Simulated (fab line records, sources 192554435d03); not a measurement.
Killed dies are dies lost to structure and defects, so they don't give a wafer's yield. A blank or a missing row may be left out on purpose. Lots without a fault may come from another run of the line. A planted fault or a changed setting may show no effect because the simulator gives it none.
fab line records | flow n5_finfet
record lots=8 wafers=24 last_day=19
route steps=1938 shown BEOL_M0_SAQP@665 BEOL_M4@1111
lots that met no fault: from a run of the same line without faults
start_h: hours from the record's first day to the start of the lot's first wafer shown | wait_h: hours since the lot's step before | " the same as in the row above | L1.1+2: a row that stands for several wafers | - no value, or no start given | * or withheld: withheld | < > ~ a bound
route shown NAME@n: a module of which the file shows steps, and the number in the route of the first | usual: mean/standard deviation of fault-free wafers | same: alike in all rows | chamber/n: place in a boat | sites: the reading at each site | _std_site: their standard deviation | _edge_site: outer sites' mean less inner sites' | radius_mm: how far each site lies from the wafer's centre | mask NAME#n: copy n | behind: the tool/chamber that last shaped the wafer | hold: why the lot was held/for how many hours/how that ended | device: the transistor (n, p or np) that didn't switch | end of line: the same wafers' tests at the end of the route | a step without rows: its recipe alone | killed: dies lost to structure and defects at the first sort, not the wafer's yield | map: a wafer's dies, x killed, . not, _ none there
set.NAME: the setting as run; set.NAME@STEP: as run at that earlier step | model.NAME: the simulator's own value behind a step, which no gauge read
steps of the route over a sample of lots; a table a step, a row a wafer
services: from which hour (start_h, from the record's first day; less than 0 if before it) a tool's chamber was out of use, for how many hours, and why
## steps
# step N5_BEOL_M0_SAQP_MANDREL1_REMOVE_100
# recipe chemistry=HBr/Cl2/O2 bt_time_s=10 target=a-Si stop_on=SiNx endpoint=OES-SiCl over_etch_frac=0.85 icp_w=600 bias_w=30 HBr_flow_sccm=150 Cl2_flow_sccm=80 O2_flow_sccm=5 pressure_mtorr=10
# usual drypump_motor_current_A=5.9/0.38 oes_product_au=1.001/0.017 throttle_valve_pct=36.7/0.35
# columns lot.wafer tool chamber start_h wait_h drypump_motor_current_A oes_product_au rf_hours_counter_h throttle_valve_pct
L140.1 rie_si-03 0 118.93 0.1 5.8 0.999 189 37.4
L140.5 " 3 " " 5.2 0.987 - 36.6
L140.6 " 2 " " 5.9 1.017 - 36.7
L144.1 rie_si-03 3 141.60 0.1 5.1 0.986 37 36.6
L144.4 " 2 " " 5.9 1.028 92 36.7
L144.5 " 1 " " 6.0 1.002 - 36.4
L145.1 rie_si-03 1 147.68 0.1 6.0 1.002 60 36.4
L145.5 " 0 " " 5.8 0.982 - 37.4
L145.6 " 3 " " 5.2 0.984 - 36.6
L156.2 rie_si-02 2 217.49 0.1 6.4 1.001 187 36.6
L156.4 " 1 " " 6.6 1.012 29 36.4
L156.5 " 2 " " 6.4 1.002 - 36.6
L157.2 rie_si-04 2 222.39 0.1 6.3 1.011 113 36.4
L157.4 " 3 " " 5.8 0.989 65 36.9
L157.6 " 1 " " 5.9 1.016 - 37.3
L158.1 rie_si-04 2 226.67 0.1 6.3 1.012 113 36.4
L158.4 " 0 " " 6.0 1.004 76 36.8
L158.5 " 2 " " 6.3 1.008 - 36.4
L159.1 rie_si-03 1 238.43 0.1 6.1 0.999 62 36.4
L159.2 " 0 " " 5.8 1.008 1 37.3
L159.4 " 0 " " 5.8 1.010 - 37.3
L160.3 rie_si-03 3 244.62 0.1 5.1 0.982 39 36.6
L160.4 " 0 " " 5.8 1.016 - 37.3
L160.6 " 3 " " 5.2 0.981 - 36.6
# step N5_BEOL_M0_SAQP_STRIP_108
# recipe chemistry=N2/H2 power_w=500 temp_c=40 pressure_mtorr=50 rf_frequency_hz=6e+07 overash_fraction=0.3 bias_power_w=28 h2_frac=0.5 n2_flow_sccm=300 h2_flow_sccm=300
# usual drypump_motor_current_A=5.7/0.45 n2_flow_sccm=300.0/0.87 oes_product_au=0.81/0.098 rf_vpp_V=122.1/1.1 showerhead_plenum_p_Torr=3.39/0.13 throttle_valve_pct=18.9/0.34
# columns lot.wafer tool chamber start_h wait_h drypump_motor_current_A n2_flow_sccm oes_product_au rf_hours_counter_h rf_vpp_V showerhead_plenum_p_Torr throttle_valve_pct
L140.1 rie_diel-02 1 119.90 0.0 4.9 299.8 0.99 0 122.0 3.30 18.3
L140.5 " 2 " " 5.4 300.0 0.67 - 120.8 3.45 19.1
L140.6 " 3 " " 6.1 301.1 0.89 - 121.4 3.41 18.3
L144.1 rie_diel-01 3 142.62 0.0 5.4 300.2 0.73 174 122.3 3.49 19.4
L144.4 " 2 " " 6.0 300.0 0.69 242 118.3 3.18 18.8
L144.5 " 2 " " 6.0 299.9 0.69 - 119.9 3.18 18.8
L145.1 rie_diel-04 0 148.64 0.0 5.1 299.6 0.86 46 122.4 3.28 19.0
L145.5 " 2 " " 6.0 298.4 0.70 - 120.4 3.46 18.9
L145.6 " 3 " " 6.4 300.4 0.80 - 120.2 3.12 18.5
L156.2 rie_diel-01 3 219.50 0.0 5.4 297.9 0.71 202 123.2 3.48 19.4
L156.4 " 3 " " 5.4 298.5 0.72 - 121.8 3.48 19.4
L156.5 " 1 " " 5.8 300.7 0.90 - 120.5 3.56 19.1
L157.2 rie_diel-02 0 223.57 0.0 5.6 300.1 0.90 27 122.7 3.42 18.8
L157.4 " 1 " " 4.9 299.8 0.89 - 121.9 3.28 18.4
L157.6 " 0 " " 5.6 299.5 0.90 - 121.8 3.42 18.8
L158.1 rie_diel-02 0 228.09 0.0 5.6 298.6 0.90 29 123.2 3.42 18.9
L158.4 " 3 " " 6.2 299.7 0.84 92 122.6 3.39 18.4
L158.5 " 2 " " 5.4 301.1 0.94 - 123.6 3.43 18.7
L159.1 rie_diel-04 0 239.76 0.0 5.1 299.8 0.81 77 121.3 3.27 19.0
L159.2 " 3 " " 6.4 298.3 0.77 138 119.6 3.10 18.6
L159.4 " 2 " " 6.0 299.8 0.68 240 122.7 3.45 19.0
L160.3 rie_diel-02 1 245.55 0.0 4.9 301.0 0.88 35 121.8 3.28 18.4
L160.4 " 3 " " 6.2 300.2 0.83 96 121.9 3.39 18.4
L160.6 " 1 " " 4.9 302.1 0.88 - 122.8 3.28 18.4
# step N5_BEOL_M0_SAQP_SPACER2_ETCHBACK_27
# recipe chemistry=CHF3/O2 mode=anisotropic_etchback target=SiO2 target_depth_a=225 time_s=11.25 pressure_mtorr=30 source_w=650 bias_w=170 Ar_flow_sccm=200 CHF3_flow_sccm=50 O2_flow_sccm=5 ion_energy_ev=200
# usual CHF3_flow_sccm=50.01/0.16 drypump_motor_current_A=5.7/0.44 oes_f_703_au=0.82/0.096 oes_product_au=0.82/0.1 rf_vpp_V=524/4.3 showerhead_plenum_p_Torr=2.45/0.09 throttle_valve_pct=18.85/0.21
# same time_s=11.25
# columns lot.wafer tool chamber start_h wait_h CHF3_flow_sccm drypump_motor_current_A oes_f_703_au oes_product_au rf_hours_counter_h rf_vpp_V showerhead_plenum_p_Torr throttle_valve_pct
L140.1 rie_diel-02 1 120.66 0.3 50.14 4.9 0.96 0.98 1 526 2.38 18.66
L140.5 " 2 " " 49.83 5.4 0.69 0.66 - 517 2.47 19.07
L140.6 " 3 " " 49.96 6.1 0.88 0.87 - 527 2.44 18.46
L144.1 rie_diel-04 0 143.74 0.3 49.60 5.1 0.85 0.86 44 522 2.35 18.95
L144.4 " 2 " " 49.83 6.0 0.70 0.70 209 532 2.49 18.82
L144.5 " 3 " " 49.77 6.4 0.78 0.80 - 520 2.23 18.69
L145.1 rie_diel-01 1 149.59 0.5 49.88 5.8 0.97 0.97 4 524 2.56 18.92
L145.5 " 3 " " 49.99 5.4 0.74 0.74 - 531 2.49 19.10
L145.6 " 2 " " 49.83 6.1 0.68 0.67 - 519 2.27 18.82
L156.2 rie_diel-02 2 220.42 0.4 49.74 5.4 0.96 0.94 16 516 2.46 18.65
L156.4 " 1 " " 49.92 4.9 0.88 0.89 - 525 2.37 18.71
L156.5 " 2 " " 49.79 5.3 0.95 0.94 - 517 2.46 18.63
L157.2 rie_diel-01 3 224.32 0.3 50.12 5.4 0.71 0.71 203 530 2.48 19.13
L157.4 " 1 " " 50.03 5.8 0.90 0.90 31 522 2.55 18.96
L157.6 " 3 " " 50.21 5.4 0.71 0.71 - 531 2.48 19.15
L158.1 rie_diel-01 2 228.94 0.4 49.85 6.1 0.93 0.96 3 527 2.56 18.38
L158.4 " 1 " " 50.01 5.8 0.91 0.90 - 522 2.55 18.95
L158.5 " 2 " " 49.98 6.0 0.94 0.96 - 526 2.56 18.40
L159.1 rie_diel-04 1 240.58 0.3 50.28 5.5 0.74 0.75 156 525 2.41 18.87
L159.2 " 2 " " 49.97 6.0 0.68 0.67 240 531 2.47 18.89
L159.4 " 0 " " 50.04 5.1 0.80 0.81 77 522 2.34 19.00
L160.3 rie_diel-01 2 246.42 0.4 50.10 6.0 0.91 0.94 11 526 2.55 18.41
L160.4 " 1 " " 49.96 5.8 0.89 0.89 41 522 2.55 18.98
L160.6 " 0 " " 49.93 6.1 0.73 0.72 - 521 2.49 19.04
# step N5_BEOL_M0_SAQP_ETCH_73
# recipe chemistry=CF4 target=SiARC target_depth_a=195 mask_material=CAR-EUV time_s=32.5 ion_energy_ev=80 pressure_mtorr=40 source_w=545 bias_w=36 Ar_flow_sccm=100 cf4_flow_sccm=100 ends=cleared
# usual drypump_motor_current_A=5.7/0.44 etch_rf_on_time_s=32.5/0.46 oes_product_au=0.69/0.08 rf_vpp_V=184.1/1.4 showerhead_plenum_p_Torr=2.16/0.088 throttle_valve_pct=15.55/0.17
# columns lot.wafer tool chamber start_h wait_h drypump_motor_current_A etch_rf_on_time_s oes_product_au rf_hours_counter_h rf_vpp_V showerhead_plenum_p_Torr throttle_valve_pct
L140.1 rie_diel-02 2 121.47 0.0 5.4 32.0 0.57 247 184.9 2.19 15.81
L140.5 " 2 " " 5.4 32.0 0.58 - 184.0 2.19 15.82
L140.6 " 3 " " 6.1 31.7 0.75 - 183.8 2.17 15.17
L144.1 rie_diel-01 1 144.54 0.0 5.8 31.9 0.84 3 187.4 2.28 15.54
L144.4 " 0 " " 6.1 32.8 0.65 160 185.6 2.22 15.64
L144.5 " 0 " " 6.1 32.8 0.64 - 184.7 2.22 15.66
L145.1 rie_diel-01 2 150.61 0.0 6.0 33.8 0.57 245 182.2 2.02 15.59
L145.5 " 1 " " 5.8 32.2 0.83 - 184.8 2.28 15.55
L145.6 " 0 " " 6.1 33.3 0.63 - 185.1 2.22 15.65
L156.2 rie_diel-02 2 221.10 0.0 5.4 31.1 0.81 17 183.5 2.18 15.34
L156.4 " 2 " " 5.4 31.4 0.81 - 184.6 2.18 15.35
L156.5 " 1 " " 4.9 32.6 0.77 - 183.1 2.10 15.36
L157.2 rie_diel-01 1 225.13 0.0 5.8 32.1 0.78 31 184.7 2.27 15.61
L157.4 " 2 " " 6.0 32.6 0.83 - 186.1 2.27 15.10
L157.6 " 0 " " 6.1 39.2 0.57 - 183.1 2.21 15.70
L158.1 rie_diel-01 2 229.63 0.0 6.0 32.4 0.81 3 186.4 2.27 15.11
L158.4 " 0 " " 6.1 39.2 0.57 - 184.1 2.21 15.70
L158.5 " 1 " " 5.8 32.0 0.77 - 185.6 2.27 15.62
L159.1 rie_diel-04 0 241.61 0.0 5.1 32.6 0.69 78 182.9 2.08 15.70
L159.2 " 3 " " 6.5 32.5 0.66 138 180.7 1.98 15.48
L159.4 " 2 " " 5.9 32.6 0.58 240 184.2 2.19 15.61
L160.3 rie_diel-04 2 247.10 0.0 6.0 32.9 0.58 242 184.9 2.19 15.61
L160.4 " 0 " " 5.1 33.0 0.69 79 182.8 2.08 15.70
L160.6 " 1 " " 5.5 32.6 0.64 - 184.3 2.14 15.57
# step N5_BEOL_M4_RC_MEAS_101
# usual DIBL_N=35.9/1.2 DIBL_P=35.9/1.4 IOFF_N=0.149/0.02 IOFF_P=0.205/0.022 ION_N=671/8.8 ION_P=461/5.9 SS_N=71.4/0.51 SS_P=73.2/0.56 VT_N=250.6/2.5 VT_P=-250.1/2.3
# columns lot.wafer tool chamber start_h wait_h DIBL_N[mV/V] DIBL_P[mV/V] IOFF_N[nA/um] IOFF_P[nA/um] ION_N[uA/um] ION_P[uA/um] SS_N[mV/dec] SS_P[mV/dec] VT_N[mV] VT_P[mV]
L140.1 prober-02 0 208.48 0.0 36.4 35.8 0.157 0.223 676 466 71.5 73.6 249.7 -246.2
L140.5 " 0 " " 36.8 35.7 0.157 0.233 671 466 72.5 73.6 250.3 -248.6
L140.6 " 0 " " 36.7 36.5 0.165 0.243 671 465 71.3 72.3 249.1 -247.0
L144.1 prober-02 0 246.28 0.0 37.3 36.6 0.157 0.214 664 461 72.2 73.2 249.4 -245.2
L144.4 " 0 " " 37.2 37.1 0.161 0.222 674 467 71.4 73.3 248.5 -248.9
L144.5 " 0 " " 36.7 36.6 0.153 0.214 676 463 71.5 73.2 248.4 -249.7
L145.1 prober-01 0 246.53 0.0 35.2 35.3 0.126 0.174 666 451 71.1 72.8 252.4 -251.1
L145.5 " 0 " " 36.3 36.9 0.146 0.195 674 460 72.0 73.3 251.7 -251.5
L145.6 " 0 " " 35.7 36.8 0.137 0.201 667 464 71.2 73.7 254.8 -249.2
L156.2 prober-01 0 297.68 0.2 36.2 37.5 0.150 0.202 672 464 71.1 73.4 249.7 -249.9
L156.4 " 0 " " 36.0 37.1 0.156 0.198 672 458 70.9 73.2 249.8 -249.9
L156.5 " 0 " " 36.6 38.0 0.162 0.208 674 465 71.8 73.9 247.4 -251.6
L158.1 prober-01 0 302.96 0.0 36.7 37.7 0.181 0.239 684 470 72.0 73.6 248.6 -250.1
L158.4 " 0 " " 34.8 36.1 0.152 0.213 665 465 71.1 72.9 250.1 -251.6
L158.5 " 0 " " 33.6 34.2 0.127 0.178 669 454 71.3 72.1 250.2 -253.0
L157.2 prober-02 0 322.50 0.2 38.7 39.3 0.188 0.248 685 468 72.0 74.0 250.4 -252.2
L157.4 " 0 " " 36.7 36.6 0.143 0.192 681 466 72.3 73.5 253.3 -250.0
L157.6 " 0 " " 37.3 36.2 0.145 0.193 673 451 72.0 73.4 252.4 -251.0
L159.1 prober-02 0 330.64 0.0 37.6 38.1 0.177 0.246 681 469 72.0 74.1 250.7 -247.8
L159.2 " 0 " " 36.4 35.8 0.153 0.205 682 470 71.1 73.5 251.7 -250.6
L159.4 " 0 " " 37.9 37.0 0.177 0.225 677 460 71.4 74.0 248.0 -248.2
L160.3 prober-02 0 340.11 0.3 35.6 35.4 0.138 0.189 679 462 71.5 73.1 250.3 -253.0
L160.4 " 0 " " 36.9 37.1 0.156 0.223 673 460 71.5 73.9 247.9 -248.4
L160.6 " 0 " " 36.2 35.8 0.145 0.202 665 456 71.6 72.9 247.4 -251.8
## services
# columns tool chamber start_h hours kind
rie_diel-02 1 98.92 - clean
rie_diel-02 1 98.92 - consumable_replace:focus_ring
rie_diel-02 1 98.92 20.8 scheduled_down
rie_diel-02 1 98.92 20.8 vent_cycle
rie_diel-01 1 107.39 - clean
rie_diel-01 1 107.39 - consumable_replace:focus_ring
rie_diel-01 1 107.39 - consumable_replace:showerhead
rie_diel-01 1 107.39 22.1 scheduled_down
rie_diel-01 1 107.39 22.1 vent_cycle
rie_diel-02 0 119.80 - clean
rie_diel-02 0 119.80 - consumable_replace:focus_ring
rie_si-03 1 120.88 3.4 repair
rie_diel-02 - 153.92 15.6 pm
rie_diel-01 2 178.02 2.6 repair
rie_si-04 - 178.23 15.6 pm
rie_diel-04 1 187.68 4.9 repair
rie_diel-01 2 195.10 8.9 repair
rie_si-04 0 195.95 7.9 repair
rie_si-02 - 196.96 0.4 repair
rie_diel-02 3 218.90 6.0 repair
rie_si-03 2 236.27 20.9 repair
rie_diel-02 3 241.30 2.1 repair
rie_si-02 3 241.80 4.4 repair
rie_si-02 - 246.94 1.8 repair
## key
first_sign step=N5_BEOL_M0_SAQP_ETCH_73 reading=etch_rf_on_time_s direction=up sigmas=15 usual=* struck=*
effect none on later readings
met_at N5_BEOL_M0_SAQP_ETCH_73
struck_lots L157,L158
struck_wafers L157.6,L158.4
not_acting_at N5_BEOL_M0_SAQP_MANDREL1_REMOVE_100,N5_BEOL_M0_SAQP_STRIP_108,N5_BEOL_M0_SAQP_SPACER2_ETCHBACK_27
onset_between 150.61 225.13
fault kind=process_parameter_drift tool=rie_diel-01 chamber=0 onset_h=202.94 steps=N5_BEOL_M0_SAQP_ETCH_73 channel=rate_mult offset=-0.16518 shape=step end_h=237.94
